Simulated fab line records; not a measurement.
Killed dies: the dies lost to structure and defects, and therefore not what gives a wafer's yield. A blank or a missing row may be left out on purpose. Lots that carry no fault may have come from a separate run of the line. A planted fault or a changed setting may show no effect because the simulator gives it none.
Which tool did it? / flow nand harc / 72 wafers from 24 lots sampled at 5 of the route's 1302 steps

## WHAT THE GAUGES SHOWED, per wafer
NHARC_P_M1_THK_MEAS_24: measures by xrf.
lot=L074; measured=day 6 06:17; on=film metro-02; thk nm (nm)=157.1 158.2 156.7
lot=L075; measured=day 6 22:28; on=film metro-02; thk nm (nm)=157.0 157.7 158.4
lot=L076; measured=day 7 01:08; on=film metro-02; thk nm (nm)=159.8 160.5 159.5
lot=L077; measured=day 7 16:55; on=film metro-01; thk nm (nm)=155.9 155.1 157.8
lot=L078; measured=day 7 22:14; on=film metro-02; thk nm (nm)=156.9 157.7 160.6
lot=L080; measured=day 8 17:16; on=film metro-01; thk nm (nm)=158.1 157.7 159.8
lot=L079; measured=day 8 18:04; on=film metro-01; thk nm (nm)=157.5 161.7 156.1
lot=L081; measured=day 9 11:13; on=film metro-02; thk nm (nm)=159.9 159.2 159.5
lot=L082; measured=day 9 15:03; on=film metro-01; thk nm (nm)=155.2 157.6 158.4
lot=L083; measured=day 10 06:01; on=film metro-02; thk nm (nm)=157.8 158.2 158.2
lot=L084; measured=day 10 16:15; on=film metro-01; thk nm (nm)=155.1 158.1 158.1
lot=L085; measured=day 11 00:07; on=film metro-02; thk nm (nm)=159.4 159.0 157.2
lot=L086; measured=day 11 06:05; on=film metro-02; thk nm (nm)=157.4 157.3 157.8
lot=L087; measured=day 11 17:43; on=film metro-02; thk nm (nm)=157.5 157.4 158.5
lot=L088; measured=day 12 11:53; on=film metro-01; thk nm (nm)=154.8 156.5 157.3
lot=L089; measured=day 12 14:33; on=film metro-02; thk nm (nm)=155.0 158.5 159.2
lot=L090; measured=day 13 03:01; on=film metro-02; thk nm (nm)=159.3 155.1 158.9
lot=L091; measured=day 13 23:19; on=film metro-02; thk nm (nm)=160.0 157.8 158.0
lot=L092; measured=day 14 04:58; on=film metro-02; thk nm (nm)=159.4 157.6 157.8
lot=L094; measured=day 14 10:17; on=film metro-02; thk nm (nm)=155.4 156.6 156.9
lot=L093; measured=day 14 10:59; on=film metro-01; thk nm (nm)=156.4 160.0 156.5
lot=L095; measured=day 14 22:58; on=film metro-01; thk nm (nm)=160.1 158.9 156.6
lot=L097; measured=day 15 15:09; on=film metro-02; thk nm (nm)=155.5 157.5 156.9
lot=L096; measured=day 15 15:22; on=film metro-02; thk nm (nm)=156.7 158.6 159.6

NHARC_P_M1_INSPECT_27.
lot=L074; measured=day 6 06:26; on=defect inspect-02; raw defect count=282 301 224
lot=L075; measured=day 6 22:37; on=defect inspect-02; raw defect count=232 312 335
lot=L076; measured=day 7 01:17; on=defect inspect-02; raw defect count=299 302 395
lot=L077; measured=day 7 17:05; on=defect inspect-02; raw defect count=237 274 347
lot=L078; measured=day 7 22:23; on=defect inspect-02; raw defect count=396 161 270
lot=L080; measured=day 8 17:25; on=defect inspect-02; raw defect count=222 353 282
lot=L079; measured=day 8 18:13; on=defect inspect-02; raw defect count=412 309 255
lot=L081; measured=day 9 11:23; on=defect inspect-01; raw defect count=219 90 147
lot=L082; measured=day 9 15:12; on=defect inspect-02; raw defect count=291 230 203
lot=L083; measured=day 10 06:10; on=defect inspect-02; raw defect count=280 411 230
lot=L084; measured=day 10 16:25; on=defect inspect-01; raw defect count=473 306 625
lot=L085; measured=day 11 00:17; on=defect inspect-01; raw defect count=349 210 364
lot=L086; measured=day 11 06:16; on=defect inspect-01; raw defect count=252 476 159
lot=L087; measured=day 11 17:53; on=defect inspect-02; raw defect count=283 233 129
lot=L088; measured=day 12 12:02; on=defect inspect-01; raw defect count=403 545 370
lot=L089; measured=day 12 14:43; on=defect inspect-01; raw defect count=216 233 287
lot=L090; measured=day 13 03:10; on=defect inspect-02; raw defect count=261 190 241
lot=L091; measured=day 13 23:28; on=defect inspect-02; raw defect count=372 479 279
lot=L092; measured=day 14 05:07; on=defect inspect-02; raw defect count=228 115 169
lot=L094; measured=day 14 10:26; on=defect inspect-02; raw defect count=161 434 244
lot=L093; measured=day 14 11:08; on=defect inspect-02; raw defect count=306 294 351
lot=L095; measured=day 14 23:08; on=defect inspect-02; raw defect count=204 305 525
lot=L097; measured=day 15 15:19; on=defect inspect-02; raw defect count=407 406 309
lot=L096; measured=day 15 15:32; on=defect inspect-02; raw defect count=276 306 336

## WHICH TOOL RAN EACH LOT (tool, then ch and the chambers of the sampled wafers, then the start)
lot=L074; NHARC_P_M1_PVD_20=pvd sputter-02, day 6 05:43 or earlier; NHARC_P_M1_PVD_21=pvd sputter-02, day 6 05:43 or earlier; NHARC_P_M1_ANNEAL_31=rtp anneal-01 ch 0, day 6 05:43
lot=L075; NHARC_P_M1_PVD_20=pvd sputter-03, day 6 21:49 or earlier; NHARC_P_M1_PVD_21=pvd sputter-03, day 6 21:49 or earlier; NHARC_P_M1_ANNEAL_31=rtp anneal-01 ch 0, day 6 21:49
lot=L076; NHARC_P_M1_PVD_20=pvd sputter-03, day 7 00:32 or earlier; NHARC_P_M1_PVD_21=pvd sputter-03, day 7 00:32 or earlier; NHARC_P_M1_ANNEAL_31=rtp anneal-01 ch 0, day 7 00:32
lot=L077; NHARC_P_M1_PVD_20=pvd sputter-03, day 7 16:16 or earlier; NHARC_P_M1_PVD_21=pvd sputter-03, day 7 16:16 or earlier; NHARC_P_M1_ANNEAL_31=rtp anneal-01 ch 0, day 7 16:16
lot=L078; NHARC_P_M1_PVD_20=pvd sputter-01, day 7 21:41 or earlier; NHARC_P_M1_PVD_21=pvd sputter-01, day 7 21:41 or earlier; NHARC_P_M1_ANNEAL_31=rtp anneal-01 ch 0, day 7 21:41
lot=L080; NHARC_P_M1_PVD_20=pvd sputter-01, day 8 16:42 or earlier; NHARC_P_M1_PVD_21=pvd sputter-01, day 8 16:42 or earlier; NHARC_P_M1_ANNEAL_31=rtp anneal-01 ch 0, day 8 16:42
lot=L079; NHARC_P_M1_PVD_20=pvd sputter-02, day 8 17:33 or earlier; NHARC_P_M1_PVD_21=pvd sputter-02, day 8 17:33 or earlier; NHARC_P_M1_ANNEAL_31=rtp anneal-01 ch 0, day 8 17:33
lot=L081; NHARC_P_M1_PVD_20=pvd sputter-01, day 9 10:34 or earlier; NHARC_P_M1_PVD_21=pvd sputter-01, day 9 10:34 or earlier; NHARC_P_M1_ANNEAL_31=rtp anneal-02 ch 0, day 9 10:34
lot=L082; NHARC_P_M1_PVD_20=pvd sputter-02, day 9 14:23 or earlier; NHARC_P_M1_PVD_21=pvd sputter-02, day 9 14:23 or earlier; NHARC_P_M1_ANNEAL_31=rtp anneal-01 ch 0, day 9 14:23
lot=L083; NHARC_P_M1_PVD_20=pvd sputter-01, day 10 05:20 or earlier; NHARC_P_M1_PVD_21=pvd sputter-01, day 10 05:20 or earlier; NHARC_P_M1_ANNEAL_31=rtp anneal-02 ch 0, day 10 05:20
lot=L084; NHARC_P_M1_PVD_20=pvd sputter-03, day 10 15:35 or earlier; NHARC_P_M1_PVD_21=pvd sputter-03, day 10 15:35 or earlier; NHARC_P_M1_ANNEAL_31=rtp anneal-01 ch 0, day 10 15:35
lot=L085; NHARC_P_M1_PVD_20=pvd sputter-02, day 10 23:31 or earlier; NHARC_P_M1_PVD_21=pvd sputter-02, day 10 23:31 or earlier; NHARC_P_M1_ANNEAL_31=rtp anneal-02 ch 0, day 10 23:31
lot=L086; NHARC_P_M1_PVD_20=pvd sputter-01, day 11 05:26 or earlier; NHARC_P_M1_PVD_21=pvd sputter-01, day 11 05:26 or earlier; NHARC_P_M1_ANNEAL_31=rtp anneal-02 ch 0, day 11 05:26
lot=L087; NHARC_P_M1_PVD_20=pvd sputter-03, day 11 17:10 or earlier; NHARC_P_M1_PVD_21=pvd sputter-03, day 11 17:10 or earlier; NHARC_P_M1_ANNEAL_31=rtp anneal-02 ch 0, day 11 17:10
lot=L088; NHARC_P_M1_PVD_20=pvd sputter-03, day 12 11:23 or earlier; NHARC_P_M1_PVD_21=pvd sputter-03, day 12 11:23 or earlier; NHARC_P_M1_ANNEAL_31=rtp anneal-01 ch 0, day 12 11:23
lot=L089; NHARC_P_M1_PVD_20=pvd sputter-01, day 12 13:53 or earlier; NHARC_P_M1_PVD_21=pvd sputter-01, day 12 13:53 or earlier; NHARC_P_M1_ANNEAL_31=rtp anneal-01 ch 0, day 12 13:53
lot=L090; NHARC_P_M1_PVD_20=pvd sputter-01, day 13 02:27 or earlier; NHARC_P_M1_PVD_21=pvd sputter-01, day 13 02:27 or earlier; NHARC_P_M1_ANNEAL_31=rtp anneal-01 ch 0, day 13 02:27
lot=L091; NHARC_P_M1_PVD_20=pvd sputter-02, day 13 22:39 or earlier; NHARC_P_M1_PVD_21=pvd sputter-02, day 13 22:39 or earlier; NHARC_P_M1_ANNEAL_31=rtp anneal-01 ch 0, day 13 22:39
lot=L092; NHARC_P_M1_PVD_20=pvd sputter-02, day 14 04:17 or earlier; NHARC_P_M1_PVD_21=pvd sputter-02, day 14 04:17 or earlier; NHARC_P_M1_ANNEAL_31=rtp anneal-02 ch 0, day 14 04:17
lot=L094; NHARC_P_M1_PVD_20=pvd sputter-02, day 14 09:44 or earlier; NHARC_P_M1_PVD_21=pvd sputter-02, day 14 09:44 or earlier; NHARC_P_M1_ANNEAL_31=rtp anneal-02 ch 0, day 14 09:44
lot=L093; NHARC_P_M1_PVD_20=pvd sputter-03, day 14 10:20 or earlier; NHARC_P_M1_PVD_21=pvd sputter-03, day 14 10:20 or earlier; NHARC_P_M1_ANNEAL_31=rtp anneal-02 ch 0, day 14 10:20
lot=L095; NHARC_P_M1_PVD_20=pvd sputter-03, day 14 22:22 or earlier; NHARC_P_M1_PVD_21=pvd sputter-03, day 14 22:22 or earlier; NHARC_P_M1_ANNEAL_31=rtp anneal-01 ch 0, day 14 22:22
lot=L097; NHARC_P_M1_PVD_20=pvd sputter-01, day 15 14:29 or earlier; NHARC_P_M1_PVD_21=pvd sputter-01, day 15 14:29 or earlier; NHARC_P_M1_ANNEAL_31=rtp anneal-01 ch 0, day 15 14:29
lot=L096; NHARC_P_M1_PVD_20=pvd sputter-02, day 15 14:43 or earlier; NHARC_P_M1_PVD_21=pvd sputter-02, day 15 14:43 or earlier; NHARC_P_M1_ANNEAL_31=rtp anneal-02 ch 0, day 15 14:43
- NHARC_P_M1_PVD_20: deposits TaN, target thk 5 nm, time 8.06 s.
- NHARC_P_M1_PVD_21: deposits Cu, target thk 30 nm, time 20.49 s.
- NHARC_P_M1_ANNEAL_31: time 90 s.

## AS READ BY THE TOOLS THEMSELVES (means over the sampled wafers that have a number; for cases with no such wafer, the mark the record gives instead)
NHARC_P_M1_PVD_20.
lot=L074; tool=pvd sputter-02; chamber pressure pa (Pa)=0.12; throttle valve pct (%)=31.0
lot=L075; tool=pvd sputter-03; chamber pressure pa (Pa)=0.12; throttle valve pct (%)=29.2
lot=L076; tool=pvd sputter-03; chamber pressure pa (Pa)=0.12; throttle valve pct (%)=29.4
lot=L077; tool=pvd sputter-03; chamber pressure pa (Pa)=0.12; throttle valve pct (%)=29.5
lot=L078; tool=pvd sputter-01; chamber pressure pa (Pa)=0.12; throttle valve pct (%)=29.5
lot=L080; tool=pvd sputter-01; chamber pressure pa (Pa)=0.12; throttle valve pct (%)=30.8
lot=L079; tool=pvd sputter-02; chamber pressure pa (Pa)=0.12; throttle valve pct (%)=29.6
lot=L081; tool=pvd sputter-01; chamber pressure pa (Pa)=0.12; throttle valve pct (%)=30.0
lot=L082; tool=pvd sputter-02; chamber pressure pa (Pa)=0.12; throttle valve pct (%)=30.0
lot=L083; tool=pvd sputter-01; chamber pressure pa (Pa)=0.12; throttle valve pct (%)=29.8
lot=L084; tool=pvd sputter-03; chamber pressure pa (Pa)=0.12; throttle valve pct (%)=29.9
lot=L085; tool=pvd sputter-02; chamber pressure pa (Pa)=0.12; throttle valve pct (%)=30.8
lot=L086; tool=pvd sputter-01; chamber pressure pa (Pa)=0.12; throttle valve pct (%)=29.2
lot=L087; tool=pvd sputter-03; chamber pressure pa (Pa)=0.12; throttle valve pct (%)=29.8
lot=L088; tool=pvd sputter-03; chamber pressure pa (Pa)=0.12; throttle valve pct (%)=30.0
lot=L089; tool=pvd sputter-01; chamber pressure pa (Pa)=0.12; throttle valve pct (%)=30.2
lot=L090; tool=pvd sputter-01; chamber pressure pa (Pa)=0.12; throttle valve pct (%)=28.8
lot=L091; tool=pvd sputter-02; chamber pressure pa (Pa)=0.12; throttle valve pct (%)=31.1
lot=L092; tool=pvd sputter-02; chamber pressure pa (Pa)=0.12; throttle valve pct (%)=29.7
lot=L094; tool=pvd sputter-02; chamber pressure pa (Pa)=0.12; throttle valve pct (%)=30.4
lot=L093; tool=pvd sputter-03; chamber pressure pa (Pa)=0.12; throttle valve pct (%)=29.8
lot=L095; tool=pvd sputter-03; chamber pressure pa (Pa)=0.12; throttle valve pct (%)=29.7
lot=L097; tool=pvd sputter-01; chamber pressure pa (Pa)=0.12; throttle valve pct (%)=30.4
lot=L096; tool=pvd sputter-02; chamber pressure pa (Pa)=0.12; throttle valve pct (%)=29.2

NHARC_P_M1_PVD_21.
lot=L074; tool=pvd sputter-02; chamber pressure pa (Pa)=4.995; throttle valve pct (%)=30.7
lot=L075; tool=pvd sputter-03; chamber pressure pa (Pa)=5.002; throttle valve pct (%)=29.6
lot=L076; tool=pvd sputter-03; chamber pressure pa (Pa)=4.995; throttle valve pct (%)=29.5
lot=L077; tool=pvd sputter-03; chamber pressure pa (Pa)=4.996; throttle valve pct (%)=29.4
lot=L078; tool=pvd sputter-01; chamber pressure pa (Pa)=4.999; throttle valve pct (%)=30.1
lot=L080; tool=pvd sputter-01; chamber pressure pa (Pa)=5.004; throttle valve pct (%)=29.2
lot=L079; tool=pvd sputter-02; chamber pressure pa (Pa)=4.994; throttle valve pct (%)=29.2
lot=L081; tool=pvd sputter-01; chamber pressure pa (Pa)=5.001; throttle valve pct (%)=30.5
lot=L082; tool=pvd sputter-02; chamber pressure pa (Pa)=5.005; throttle valve pct (%)=29.9
lot=L083; tool=pvd sputter-01; chamber pressure pa (Pa)=5.003; throttle valve pct (%)=30.2
lot=L084; tool=pvd sputter-03; chamber pressure pa (Pa)=4.998; throttle valve pct (%)=29.7
lot=L085; tool=pvd sputter-02; chamber pressure pa (Pa)=5.004; throttle valve pct (%)=29.7
lot=L086; tool=pvd sputter-01; chamber pressure pa (Pa)=5.007; throttle valve pct (%)=28.9
lot=L087; tool=pvd sputter-03; chamber pressure pa (Pa)=4.997; throttle valve pct (%)=29.5
lot=L088; tool=pvd sputter-03; chamber pressure pa (Pa)=4.991; throttle valve pct (%)=29.5
lot=L089; tool=pvd sputter-01; chamber pressure pa (Pa)=5.001; throttle valve pct (%)=30.4
lot=L090; tool=pvd sputter-01; chamber pressure pa (Pa)=5.000; throttle valve pct (%)=29.2
lot=L091; tool=pvd sputter-02; chamber pressure pa (Pa)=5.001; throttle valve pct (%)=30.5
lot=L092; tool=pvd sputter-02; chamber pressure pa (Pa)=4.992; throttle valve pct (%)=30.0
lot=L094; tool=pvd sputter-02; chamber pressure pa (Pa)=4.987; throttle valve pct (%)=29.6
lot=L093; tool=pvd sputter-03; chamber pressure pa (Pa)=4.998; throttle valve pct (%)=29.2
lot=L095; tool=pvd sputter-03; chamber pressure pa (Pa)=5.006; throttle valve pct (%)=29.8
lot=L097; tool=pvd sputter-01; chamber pressure pa (Pa)=4.997; throttle valve pct (%)=28.9
lot=L096; tool=pvd sputter-02; chamber pressure pa (Pa)=4.992; throttle valve pct (%)=29.8

NHARC_P_M1_ANNEAL_31.
lot=L074; tool=rtp anneal-01; wafer_temp_C_max=225.50
lot=L075; tool=rtp anneal-01; wafer_temp_C_max=226.04
lot=L076; tool=rtp anneal-01; wafer_temp_C_max=225.97
lot=L077; tool=rtp anneal-01; wafer_temp_C_max=225.57
lot=L078; tool=rtp anneal-01; wafer_temp_C_max=225.62
lot=L080; tool=rtp anneal-01; wafer_temp_C_max=225.87
lot=L079; tool=rtp anneal-01; wafer_temp_C_max=225.65
lot=L081; tool=rtp anneal-02; wafer_temp_C_max=225.91
lot=L082; tool=rtp anneal-01; wafer_temp_C_max=225.80
lot=L083; tool=rtp anneal-02; wafer_temp_C_max=226.21
lot=L084; tool=rtp anneal-01; wafer_temp_C_max=225.66
lot=L085; tool=rtp anneal-02; wafer_temp_C_max=226.06
lot=L086; tool=rtp anneal-02; wafer_temp_C_max=226.10
lot=L087; tool=rtp anneal-02; wafer_temp_C_max=226.09
lot=L088; tool=rtp anneal-01; wafer_temp_C_max=225.71
lot=L089; tool=rtp anneal-01; wafer_temp_C_max=225.56
lot=L090; tool=rtp anneal-01; wafer_temp_C_max=225.73
lot=L091; tool=rtp anneal-01; wafer_temp_C_max=225.99
lot=L092; tool=rtp anneal-02; wafer_temp_C_max=226.02
lot=L094; tool=rtp anneal-02; wafer_temp_C_max=226.10
lot=L093; tool=rtp anneal-02; wafer_temp_C_max=226.17
lot=L095; tool=rtp anneal-01; wafer_temp_C_max=225.75
lot=L097; tool=rtp anneal-01; wafer_temp_C_max=225.82
lot=L096; tool=rtp anneal-02; wafer_temp_C_max=226.13

## THE ANSWER, worked out from the rows above alone
Rule: the lots themselves supply what counts as usual. The widest of any qualifying gaps counts: lots, ordered by their means at a reading, are off when they make up no more than a third of the lots, leave a main group of 4 or more, and stand apart from it by 3 or more times the standard deviation of that group's means. Not used: any main group whose means are identical at the precision the tables above print for the reading. Also off: a lot with no number at a reading for which 4 or more lots have one. All remaining lots with rows at the step are treated as sound. After the gauges, taken in route order, come the tools' own readings; for these a lot's mean is taken, as printed above. The first step at which some lot is off is used, and at that step the reading that is off furthest; a lot without a number counts as furthest.
Across all readings shown, no lot is off: no conclusion can be drawn from this.

## WHAT HAD BEEN PUT IN BY THE SIMULATOR
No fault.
